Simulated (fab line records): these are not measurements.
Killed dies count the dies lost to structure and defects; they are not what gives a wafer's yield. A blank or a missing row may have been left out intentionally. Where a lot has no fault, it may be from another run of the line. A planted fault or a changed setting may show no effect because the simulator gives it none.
Chamber matching	flow n5-finfet	N5_BEOL_M9_ETCH_62 on rie-diel-04 has 4 sister chambers
The step etches SOC in N2/H2, target depth 110 nm, overetch 22 nm, time 165 s. 20 wafers are shown with their chamber, then 10 later ones without.

WAFERS PAIRED WITH THEIR CHAMBERS
wafer	chamber	showerhead-plenum-p-Torr (Torr)	throttle-valve-pct (%)	oes-product-au (a.u.)
L074.2	2	2.53	17.71	0.62
L074.4	0	2.41	18.13	0.59
L074.6	2	2.53	17.70	0.62
L075.1	2	2.52	17.73	0.61
L075.4	3	2.69	17.89	0.71
L075.6	0	2.41	18.15	0.59
L076.3	0	2.41	18.16	0.59
L076.5	0	2.41	18.15	0.59
L076.6	3	2.69	17.91	0.71
L077.2	0	2.41	18.17	0.59
L077.4	3	2.69	17.89	0.71
L077.5	2	2.52	17.74	0.62
L078.1	2	2.52	17.73	0.61
L078.3	0	2.40	18.17	0.59
L078.4	0	2.40	18.17	0.59
L086.1	1	2.61	17.66	0.79
L086.3	3	2.68	17.93	0.70
L086.5	2	2.51	17.77	0.60
L091.3	1	2.60	17.67	0.76
L091.5	2	2.51	17.79	0.60

SIGNATURES (averages over the wafers above)
reading	chamber 0	chamber 1	chamber 2	chamber 3	scatter within a chamber
showerhead-plenum-p-Torr	2.4071	2.6050	2.5200	2.6875	0.00646
throttle-valve-pct	18.1571	17.6650	17.7386	17.9050	0.0232
oes-product-au	0.5900	0.7750	0.6114	0.7075	0.00795
Rule: a wafer lies at a distance from a chamber equal to the root of the sum of squares, over the readings, of (its reading less the chamber's mean, divided by the reading's scatter). The wafer belongs to the nearest chamber; if the next one is less than 2 further off, it can't be placed. The scatter: take each reading less its chamber's mean, square it, sum over the shown wafers, divide by the number of wafers less the number of chambers, and take the root.

WAFERS WHOSE CHAMBER IS MISSING
wafer	showerhead-plenum-p-Torr (Torr)	throttle-valve-pct (%)	oes-product-au (a.u.)
L091.6	2.68	17.95	0.69
L094.1	2.60	17.67	0.76
L094.5	2.60	17.69	0.77
L094.6	2.72	17.72	0.83
L095.1	2.50	17.81	0.59
L095.4	2.71	17.75	0.81
L095.5	2.50	17.80	0.59
L097.2	2.60	17.69	0.75
L097.3	2.71	17.74	0.80
L097.5	2.71	17.75	0.80

WHICH CHAMBER EACH WENT THROUGH
wafer	from the rows above	in truth
L091.6	3	3
L094.1	1	1
L094.5	1	1
L094.6	can't be placed: 3 or 1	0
L095.1	2	2
L095.4	3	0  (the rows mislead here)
L095.5	2	2
L097.2	1	1
L097.3	3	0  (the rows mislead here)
L097.5	3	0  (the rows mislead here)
6 of 10 placed correctly. Unplaceable from these rows: 1, with the true chamber sitting among the candidates in 0. 3 placed wrongly.
